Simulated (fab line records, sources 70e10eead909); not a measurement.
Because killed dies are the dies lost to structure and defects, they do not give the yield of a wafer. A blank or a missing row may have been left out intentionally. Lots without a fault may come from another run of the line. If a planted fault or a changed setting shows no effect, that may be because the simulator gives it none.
Chamber matching :: flow nand-harc :: NHARC_A_CHANNEL_FILL_D2_ETCHBACK_20 on rie-diel-11 has 4 sister chambers
The step etches the open film in C4F8/O2/Ar, target depth 27 nm, time 13.5 s. 4 wafers are shown with their chamber, then 12 later ones without.

== EACH WAFER AND ITS CHAMBER ==
wafer: L090.5
chamber: 2
rf-vpp-V (V): 977

wafer: L090.6
chamber: 3
rf-vpp-V (V): 973

wafer: L093.4
chamber: 0
rf-vpp-V (V): 974

wafer: L093.5
chamber: 1
rf-vpp-V (V): 985

== WAFERS WITHOUT THEIR CHAMBER ==
wafer: L094.2
rf-vpp-V (V): 974

wafer: L094.4
rf-vpp-V (V): 974

wafer: L094.5
rf-vpp-V (V): 972

wafer: L094.1
rf-vpp-V (V): 986

wafer: L094.3
rf-vpp-V (V): 977

wafer: L094.6
rf-vpp-V (V): 973

wafer: L096.1
rf-vpp-V (V): 974

wafer: L096.3
rf-vpp-V (V): 987

wafer: L096.6
rf-vpp-V (V): 986

wafer: L096.2
rf-vpp-V (V): 972

wafer: L096.4
rf-vpp-V (V): 979

wafer: L096.5
rf-vpp-V (V): 979

== WHICH CHAMBER EACH WENT THROUGH ==
wafer: L094.2
from the rows above: can't be placed: 0 or 3
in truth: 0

wafer: L094.4
from the rows above: can't be placed: 0 or 3
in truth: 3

wafer: L094.5
from the rows above: can't be placed: 3 or 0
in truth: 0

wafer: L094.1
from the rows above: 1
in truth: 1

wafer: L094.3
from the rows above: 2
in truth: 2

wafer: L094.6
from the rows above: can't be placed: 3 or 0
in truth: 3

wafer: L096.1
from the rows above: can't be placed: 0 or 3
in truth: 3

wafer: L096.3
from the rows above: 1
in truth: 1

wafer: L096.6
from the rows above: 1
in truth: 1

wafer: L096.2
from the rows above: can't be placed: 3 or 0
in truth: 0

wafer: L096.4
from the rows above: 2
in truth: 2

wafer: L096.5
from the rows above: 2
in truth: 2
6 of 12 placed correctly. Cannot be placed on the basis of these rows: 6; the candidates contain the true chamber in 6. Wrongly placed: 0.
How it was worked out, from the rows above alone: a wafer's distance from a chamber is the root of the sum, over the readings, of the square of ((its reading less the chamber's mean) divided by the reading's scatter). If the next closest chamber is less than 2 further off than the closest, the wafer can't be placed; otherwise it belongs to the closest. A chamber's mean is the mean of its shown wafers. The scatter (one wafer shown for each chamber): square how far every hidden wafer sits from the nearest shown wafer, average those squares and take the square root.
